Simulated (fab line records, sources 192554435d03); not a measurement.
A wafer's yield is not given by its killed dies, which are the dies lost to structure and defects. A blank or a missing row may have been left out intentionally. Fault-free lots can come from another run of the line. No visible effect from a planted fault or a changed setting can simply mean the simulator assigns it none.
Matching of chambers + flow n5Finfet + N5_BEOL_M10_ETCH_61 on rieDiel-02 has 4 sister chambers
The step etches SiARC in CF4, target depth 39 nm, time 65 s. 8 wafers are shown with their chamber, then 7 later ones without.

== WAFERS WITH THEIR CHAMBER ==
| wafer  | chamber | drypumpMotorCurrentA (A) | showerheadPlenumPTorr (Torr) |
|--------|---------|--------------------------|------------------------------|
| L077.3 | 3       | 5.3                      | 2.19                         |
| L079.1 | 1       | 5.7                      | 2.13                         |
| L079.4 | 3       | 5.3                      | 2.19                         |
| L084.1 | 0       | 6.2                      | 2.18                         |
| L084.4 | 1       | 5.8                      | 2.12                         |
| L084.6 | 2       | 5.1                      | 2.19                         |
| L088.1 | 0       | 6.2                      | 2.18                         |
| L088.3 | 2       | 5.1                      | 2.19                         |

== WAFERS MISSING THEIR CHAMBER ==
| wafer  | drypumpMotorCurrentA (A) | showerheadPlenumPTorr (Torr) |
|--------|--------------------------|------------------------------|
| L088.5 | 5.3                      | 2.19                         |
| L089.2 | 5.7                      | 2.12                         |
| L089.3 | 6.2                      | 2.17                         |
| L089.6 | 6.2                      | 2.17                         |
| L093.1 | 5.3                      | 2.18                         |
| L093.5 | 5.3                      | 2.18                         |
| L093.6 | 6.1                      | 2.17                         |

== WHICH CHAMBER EACH ONE RAN IN ==
| wafer  | from the rows above | in truth |
|--------|---------------------|----------|
| L088.5 | 3                   | 3        |
| L089.2 | 1                   | 1        |
| L089.3 | 0                   | 0        |
| L089.6 | 0                   | 0        |
| L093.1 | 3                   | 3        |
| L093.5 | 3                   | 3        |
| L093.6 | 0                   | 0        |
7 of 7 placed correctly. Number that these rows cannot place: 0. 0 placed wrongly.
How it was worked out, from the rows above alone: a wafer's distance from a chamber is the root of the sum, over the readings, of the square of ((its reading less the chamber's mean) divided by the reading's scatter). If the next closest chamber is less than 2 further off than the closest, the wafer can't be placed; otherwise it belongs to the closest. For every chamber, the mean is computed from those of its wafers that are shown. How the scatter is found: for the shown wafers, subtract from each reading the mean of its chamber, square and add these, divide the total by (wafers less chambers), then take the root.
